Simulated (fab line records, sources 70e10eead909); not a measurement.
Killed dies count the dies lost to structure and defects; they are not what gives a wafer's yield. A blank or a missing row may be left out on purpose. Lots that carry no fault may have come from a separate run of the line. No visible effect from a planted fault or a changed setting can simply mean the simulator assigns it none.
Matching of chambers | flow nandHarc | NHARC_A_CONTACT_DESCUM_74 on rieDiel-11 has 4 sister chambers
The step chemistry O2, time 3 s. 4 wafers are shown with their chamber, then 12 later ones without.

## EACH WAFER AND ITS CHAMBER
wafer  | chamber | showerheadPlenumPTorr (Torr)
L090.6 | 3       | 1.99
L093.1 | 1       | 1.78
L093.3 | 0       | 2.02
L093.4 | 2       | 1.80

## WAFERS WHOSE CHAMBER IS MISSING
wafer  | showerheadPlenumPTorr (Torr)
L095.3 | 1.80
L095.4 | 1.78
L095.5 | 1.80
L096.1 | 2.02
L096.4 | 1.79
L096.5 | 1.98
L097.1 | 1.79
L097.2 | 1.77
L097.3 | 1.98
L097.4 | 2.02
L097.5 | 2.02
L097.6 | 1.98

## CHAMBER TAKEN BY EACH
wafer  | from the rows above     | in truth
L095.3 | 2                       | 2
L095.4 | 1                       | 1
L095.5 | 2                       | 2
L096.1 | 0                       | 0
L096.4 | can't be placed: 1 or 2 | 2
L096.5 | 3                       | 3
L097.1 | can't be placed: 1 or 2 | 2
L097.2 | 1                       | 1
L097.3 | 3                       | 3
L097.4 | 0                       | 0
L097.5 | 0                       | 0
L097.6 | 3                       | 3
Placed correctly: 10 of 12. From these rows, 2 cannot be placed; in 2 the true chamber is one of the candidates. Number placed wrongly: 0.
How it was worked out, from the rows above alone: a wafer's distance from a chamber is the root of the sum, over the readings, of the square of ((its reading less the chamber's mean) divided by the reading's scatter). The wafer belongs to the nearest chamber; if the next one is less than 2 further off, it can't be placed. For every chamber, the mean is computed from those of its wafers that are shown. The scatter: with one shown wafer a chamber, the root of the mean of the squares of how far each hidden wafer lies from its nearest shown one.
